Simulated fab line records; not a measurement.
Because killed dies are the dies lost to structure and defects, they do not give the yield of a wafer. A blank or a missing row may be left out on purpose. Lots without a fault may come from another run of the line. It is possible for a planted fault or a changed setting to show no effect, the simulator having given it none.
Which tool did it?	flow nandHarc	Sampling: 24 lots, 72 wafers, 4 of 1159 route steps

## WHAT THE GAUGES SHOWED, per wafer
NHARC_A_M0_THK_MEAS_24: measures by xrf.
lot	measured	on	thkNm (nm)
L074	day 17 08:53	filmMetro-02	115.5 114.2 114.0
L075	day 17 14:47	filmMetro-01	115.8 116.2 114.3
L077	day 17 20:42	filmMetro-02	111.7 113.2 114.0
L076	day 18 08:40	filmMetro-02	118.1 114.3 114.9
L079	day 18 14:55	filmMetro-02	110.8 113.3 114.3
L078	day 18 15:35	filmMetro-02	115.6 114.1 115.4
L080	day 18 21:26	filmMetro-01	114.7 116.3 113.5
L081	day 20 00:29	filmMetro-02	112.5 111.6 115.5
L082	day 20 02:48	filmMetro-01	112.3 113.9 113.2
L084	day 20 03:05	filmMetro-02	115.3 112.8 115.8
L085	day 20 09:14	filmMetro-01	112.2 114.9 116.2
L083	day 20 14:29	filmMetro-01	114.5 112.9 115.7
L086	day 20 17:46	filmMetro-02	113.3 114.8 116.7
L087	day 21 00:14	filmMetro-02	113.2 112.8 112.8
L088	day 21 07:03	filmMetro-02	116.0 113.0 112.9
L089	day 21 07:38	filmMetro-01	112.7 112.5 113.3
L090	day 21 12:17	filmMetro-02	114.7 113.7 111.8
L091	day 21 20:58	filmMetro-02	114.4 115.2 113.1
L094	day 22 07:26	filmMetro-01	115.3 115.3 116.0
L092	day 22 09:03	filmMetro-01	115.1 114.1 113.3
L096	day 22 14:49	filmMetro-02	113.6 112.3 114.4
L095	day 22 18:10	filmMetro-02	114.4 113.3 112.8
L093	day 22 18:29	filmMetro-02	110.9 113.8 114.7
L097	day 23 08:26	filmMetro-02	113.1 116.3 116.2

NHARC_A_M1_INSPECT_11.
lot	measured	on	rawDefectCount
L074	day 17 10:33	defectInspect-02	30 27 25
L075	day 17 16:37	defectInspect-02	15 20 26
L077	day 17 22:49	defectInspect-02	24 21 22
L076	day 18 10:19	defectInspect-02	29 34 33
L079	day 18 16:35	defectInspect-01	33 39 26
L078	day 18 17:13	defectInspect-01	29 36 36
L080	day 18 23:07	defectInspect-02	7 11 16
L081	day 20 02:10	defectInspect-02	21 22 24
L082	day 20 04:35	defectInspect-02	23 29 25
L084	day 20 04:49	defectInspect-02	32 36 39
L085	day 20 10:49	defectInspect-02	39 39 37
L083	day 20 16:03	defectInspect-01	10 13 16
L086	day 20 19:43	defectInspect-01	47 40 51
L087	day 21 04:08	defectInspect-02	11 8 19
L088	day 21 08:44	defectInspect-01	56 46 44
L089	day 21 09:34	defectInspect-02	15 19 29
L090	day 21 13:59	defectInspect-01	43 35 53
L091	day 21 22:33	defectInspect-02	31 27 34
L094	day 22 09:07	defectInspect-02	55 53 60
L092	day 22 10:43	defectInspect-01	36 41 37
L096	day 22 16:29	defectInspect-01	41 44 43
L095	day 22 19:55	defectInspect-01	35 48 45
L093	day 22 20:10	defectInspect-02	50 41 54
L097	day 23 09:59	defectInspect-02	14 17 18

## WHAT TOOL EACH LOT RAN ON (gives the tool, then ch and the chambers of the sampled wafers, and finally the start)
lot	NHARC_A_CONTACT_ETCH_138	NHARC_A_M0_DEP_32
L074	harCapEtch-02 ch 0,1, day 16 16:01	pecvd-03 ch 0,1, day 17 09:16
L075	harCapEtch-02 ch 0,1, day 17 01:52	pecvd-04 ch 2, day 17 15:11
L077	harCapEtch-03 ch 0, day 17 06:19	pecvd-04 ch 1,2, day 17 21:00
L076	harCapEtch-03 ch 0,1, day 17 14:58	pecvd-01 ch 0,1, day 18 08:58
L079	harCapEtch-03 ch 0,1, day 17 20:17	pecvd-04 ch 1,2, day 18 15:16
L078	harCapEtch-01 ch 0,1, day 17 23:01	pecvd-04 ch 1,2, day 18 15:55
L080	harCapEtch-03 ch 1, day 18 01:37	pecvd-03 ch 0,1,2, day 18 21:47
L081	harCapEtch-02 ch 0,1, day 18 18:00	pecvd-03 ch 0,2, day 20 00:47
L082	harCapEtch-02 ch 0, day 19 07:37	pecvd-04 ch 0,1,2, day 20 03:11
L084	harCapEtch-03 ch 0,1, day 19 09:25	pecvd-01 ch 1,2, day 20 03:30
L085	harCapEtch-03 ch 0,1, day 19 20:13	pecvd-03 ch 1,2, day 20 09:35
L083	harCapEtch-03 ch 1, day 20 01:46	pecvd-04 ch 0,1,2, day 20 14:47
L086	harCapEtch-02 ch 0,1, day 20 07:28	pecvd-01 ch 0,1,2, day 20 18:20
L087	harCapEtch-01 ch 0,1, day 20 11:47	pecvd-01 ch 0,1, day 21 02:52
L088	harCapEtch-03 ch 0,1, day 20 13:14	pecvd-03 ch 0,2, day 21 07:26
L089	harCapEtch-01 ch 0, day 20 16:57	pecvd-03 ch 1,2, day 21 07:59
L090	harCapEtch-02 ch 0,1, day 20 18:40	pecvd-04 ch 0,1, day 21 12:38
L091	harCapEtch-01 ch 0,1, day 21 07:35	pecvd-04 ch 0,1, day 21 21:20
L094	harCapEtch-01 ch 0,1, day 21 18:55	pecvd-03 ch 1,2, day 22 07:44
L092	harCapEtch-01 ch 0,1, day 21 22:23	pecvd-01 ch 0,1,2, day 22 09:24
L096	harCapEtch-01 ch 0,1, day 22 03:49	pecvd-01 ch 0,2, day 22 15:11
L095	harCapEtch-02 ch 0,1, day 22 05:59	pecvd-01 ch 1,2, day 22 18:40
L093	harCapEtch-01 ch 0,1, day 22 07:45	pecvd-04 ch 0,1,2, day 22 18:47
L097	harCapEtch-01 ch 0,1, day 22 20:57	pecvd-03 ch 0,1,2, day 23 08:49
- NHARC_A_CONTACT_ETCH_138: etches the open film in C4F8/O2/Ar, time 132 s, target depth 1289 nm.
- NHARC_A_M0_DEP_32: deposits SiCN, target thk 30 nm.

## WHAT THE TOOLS THEMSELVES READ (means of the sampled wafers that have a number; where no wafer has one, the mark that the record gives instead)
NHARC_A_M0_DEP_32.
lot	tool	chamberPressureTorr (Torr)	heaterPowerW (W)
L074	pecvd-03	2.999	520
L075	pecvd-04	3.000	572
L077	pecvd-04	2.997	565
L076	pecvd-01	2.996	544
L079	pecvd-04	3.005	512
L078	pecvd-04	2.998	571
L080	pecvd-03	2.998	535
L081	pecvd-03	2.999	548
L082	pecvd-04	3.007	543
L084	pecvd-01	3.007	687
L085	pecvd-03	2.991	537
L083	pecvd-04	2.993	547
L086	pecvd-01	3.002	599
L087	pecvd-01	2.996	575
L088	pecvd-03	2.992	492
L089	pecvd-03	2.992	530
L090	pecvd-04	3.001	545
L091	pecvd-04	2.997	592
L094	pecvd-03	2.993	444
L092	pecvd-01	2.997	657
L096	pecvd-01	2.998	614
L095	pecvd-01	2.999	646
L093	pecvd-04	2.995	544
L097	pecvd-03	3.005	502

## THE ANSWER, worked out from the rows above alone
Rule: the usual values come from the lots themselves. Put in order of their means at a reading, lots are off if they are a third of the lots or fewer, leave a main group of 4 or more, and stand apart from it by a gap of 3 or more times the standard deviation of the main group's means; of several such gaps the widest counts. Not used: any main group whose means are identical at the precision the tables above print for the reading. Also off: a lot with no number at a reading for which 4 or more lots have one. The other lots that the step has rows for count as sound. First the gauges in route order, then the tools' own readings, where a lot's mean is used as printed above. At the first step where some lot is off, the reading lying furthest off is the one used; lots without a number count as furthest.
No lot is off on any of the readings shown, so nothing can be concluded from this.

## WHAT THE SIMULATOR HAD PUT IN
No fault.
